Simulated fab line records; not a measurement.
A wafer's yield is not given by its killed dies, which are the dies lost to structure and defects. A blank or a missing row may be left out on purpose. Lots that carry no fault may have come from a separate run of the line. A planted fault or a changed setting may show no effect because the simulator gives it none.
What tool caused it?    flow nand harc    14 lots, 42 wafers sampled, at 5 steps of a route of 1159

WHAT EACH GAUGE READ, for each wafer
NHARC_A_M0_THK_MEAS_24: measures by xrf. Usual: thk nm reads 113.9 nm (standard deviation 1.3).
lot   measured      on             thk nm (nm)        flag
L999  day 17 18:40  film metro-02  111.7 115.0 112.1  
L998  day 17 20:13  film metro-01  112.2 114.2 114.9  
L102  day 17 23:31  film metro-01  114.1 113.4 115.3  
L100  day 18 00:20  film metro-02  113.9 112.9 113.3  
L101  day 18 00:56  film metro-02  113.7 112.2 113.5  
L104  day 19 06:45  film metro-01  111.6 113.3 115.1  
L106  day 19 17:43  film metro-01  111.5 112.5 112.7  
L111  day 20 15:15  film metro-01  114.4 115.9 114.1  
L114  day 21 13:38  film metro-01  113.4 112.4 113.2  
L115  day 21 16:22  film metro-01  112.9 113.3 111.7  
L118  day 22 03:58  film metro-01  112.7 112.9 114.5  
L121  day 22 13:47  film metro-01  113.8 114.8 113.3  
L120  day 23 01:11  film metro-02  115.0 116.2 114.5  
L119  day 23 12:26  film metro-02  114.0 111.0 114.2  

NHARC_END_SORT_01. Usual: killed at array 28, standard deviation 11; killed at other 0.8, standard deviation 1.3; killed at periphery 3.6, standard deviation 2.5; killed dies 32, standard deviation 11; killed open 3.0, standard deviation 1.8; killed short 2.0, standard deviation 1.5.
lot   measured      on         killed at array  killed at other  killed at periphery  killed dies  killed open  killed short  flag
L106  day 21 22:28  prober-01  130 78 69        0 0 0            2 6 5                132 84 74    0 2 2        0 3 2         OFF
L111  day 22 12:20  prober-02  138 75 134       0 0 0            1 0 1                139 75 135   2 0 2        3 2 0         OFF

EACH LOT AND THE TOOL THAT RAN IT (in order: tool; ch and the chambers of the sampled wafers; start)
lot   NHARC_A_CONTACT_ETCH_122              NHARC_A_M0_PVD_20                        NHARC_A_M0_DEP_32
L999  har cap etch-01 ch 0,1, day 16 09:36  pvd sputter-03, day 17 18:40 or earlier  pecvd-03 ch 0,1,2, day 17 18:58
L998  har cap etch-02 ch 0,1, day 16 13:17  pvd sputter-02, day 17 20:13 or earlier  pecvd-01 ch 0,1,2, day 17 20:34
L102  har cap etch-01 ch 0,1, day 16 20:19  pvd sputter-01, day 17 23:31 or earlier  pecvd-02 ch 0,1, day 17 23:49
L100  har cap etch-02 ch 0,1, day 16 21:31  pvd sputter-02, day 18 00:20 or earlier  pecvd-01 ch 0,1,2, day 18 00:38
L101  har cap etch-03 ch 0,1, day 17 01:08  pvd sputter-03, day 18 00:56 or earlier  pecvd-02 ch 0,1, day 18 01:18
L104  har cap etch-02 ch 0,1, day 17 20:39  pvd sputter-01, day 19 06:45 or earlier  pecvd-01 ch 0,1, day 19 07:06
L106  har cap etch-01 ch 0,1, day 18 16:44  pvd sputter-01, day 19 17:43 or earlier  pecvd-03 ch 0,1,2, day 19 18:01
L111  har cap etch-01 ch 0,1, day 19 03:56  pvd sputter-02, day 20 15:15 or earlier  pecvd-03 ch 0,1,2, day 20 15:33
L114  har cap etch-03 ch 0,1, day 20 03:47  pvd sputter-02, day 21 13:38 or earlier  pecvd-01 ch 1,2, day 21 13:59
L115  har cap etch-02 ch 1, day 20 07:50    pvd sputter-01, day 21 16:22 or earlier  pecvd-02 ch 1,2, day 21 16:40
L118  har cap etch-02 ch 0,1, day 21 00:29  pvd sputter-02, day 22 03:58 or earlier  pecvd-02 ch 0,1,2, day 22 04:16
L121  har cap etch-02 ch 0,1, day 21 14:01  pvd sputter-03, day 22 13:47 or earlier  pecvd-01 ch 0,2, day 22 14:08
L120  har cap etch-03 ch 0,1, day 21 18:10  pvd sputter-01, day 23 01:11 or earlier  pecvd-03 ch 0,1,2, day 23 01:35
L119  har cap etch-01 ch 0,1, day 21 22:46  pvd sputter-02, day 23 12:26 or earlier  pecvd-01 ch 0,1,2, day 23 12:44
- NHARC_A_CONTACT_ETCH_122: etches the open film in C4F8/O2/Ar, time 95 s, target depth 930 nm.
- NHARC_A_M0_PVD_20: deposits TaN, target thk 5 nm, time 8.06 s.
- NHARC_A_M0_DEP_32: deposits SiCN, target thk 30 nm.

WHAT THE TOOLS THEMSELVES READ (means of the sampled wafers that have a number; where no wafer has one, the mark that the record gives instead)
NHARC_A_M0_PVD_20. Usual: throttle valve pct reads 30.0 % (standard deviation 0.91).
lot   tool            throttle valve pct (%)  flag
L999  pvd sputter-03  29.8                    
L998  pvd sputter-02  30.1                    
L102  pvd sputter-01  30.2                    
L100  pvd sputter-02  31.0                    
L101  pvd sputter-03  29.5                    
L104  pvd sputter-01  30.0                    
L106  pvd sputter-01  30.4                    
L111  pvd sputter-02  29.6                    
L114  pvd sputter-02  29.6                    
L115  pvd sputter-01  30.1                    
L118  pvd sputter-02  29.6                    
L121  pvd sputter-03  29.3                    
L120  pvd sputter-01  30.2                    
L119  pvd sputter-02  30.2                    

NHARC_A_M0_DEP_32. Usual: heater power w 569 W, standard deviation 110; showerhead vpp V 1346 V, standard deviation 43.
lot   tool      heater power w (W)  showerhead vpp V (V)  flag
L999  pecvd-03  541                 1338                  
L998  pecvd-01  590                 1338                  
L102  pecvd-02  425                 1352                  
L100  pecvd-01  587                 1326                  
L101  pecvd-02  470                 1359                  
L104  pecvd-01  521                 1371                  
L106  pecvd-03  578                 1349                  
L111  pecvd-03  562                 1329                  
L114  pecvd-01  647                 1317                  
L115  pecvd-02  502                 1341                  
L118  pecvd-02  534                 1389                  
L121  pecvd-01  544                 1335                  
L120  pecvd-03  579                 1337                  
L119  pecvd-01  565                 1330                  

THE ANSWER, worked out from the rows above alone
Rule: a lot counts as off when the mean over its wafers that have a number is more than 3 standard deviations away from the usual mean. Also off: a lot with no number at a reading for which 4 or more lots have one. Where the step has rows for the other lots, those lots are counted as sound. Order of review: gauges by route order, followed by the tools' own readings, for which a lot's mean as printed above is used. At the first step where some lot is off, the reading lying furthest off is the one used; lots without a number count as furthest.
Off: L106, L111, at NHARC_END_SORT_01 (killed at array). Neither off nor sound, because the step has no rows for them: L999, L998, L102, L100, L101, L104, L114, L115, L118, L121, L120, L119.
A tool fits if, at a process step before that reading, it ran every lot that is off, and no sound lot after the first of them. Those tools and the gauges at NHARC_END_SORT_01 are tried in the same way. Because NHARC_A_M0_PVD_20 lacks a start for some lots, the hours and order of its lots are taken from NHARC_A_M0_THK_MEAS_24. 2 tools fit, har cap etch-01 at NHARC_A_CONTACT_ETCH_122 and pecvd-03 at NHARC_A_M0_DEP_32, so this cannot tell which one it is.

WHAT HAD BEEN PUT IN BY THE SIMULATOR
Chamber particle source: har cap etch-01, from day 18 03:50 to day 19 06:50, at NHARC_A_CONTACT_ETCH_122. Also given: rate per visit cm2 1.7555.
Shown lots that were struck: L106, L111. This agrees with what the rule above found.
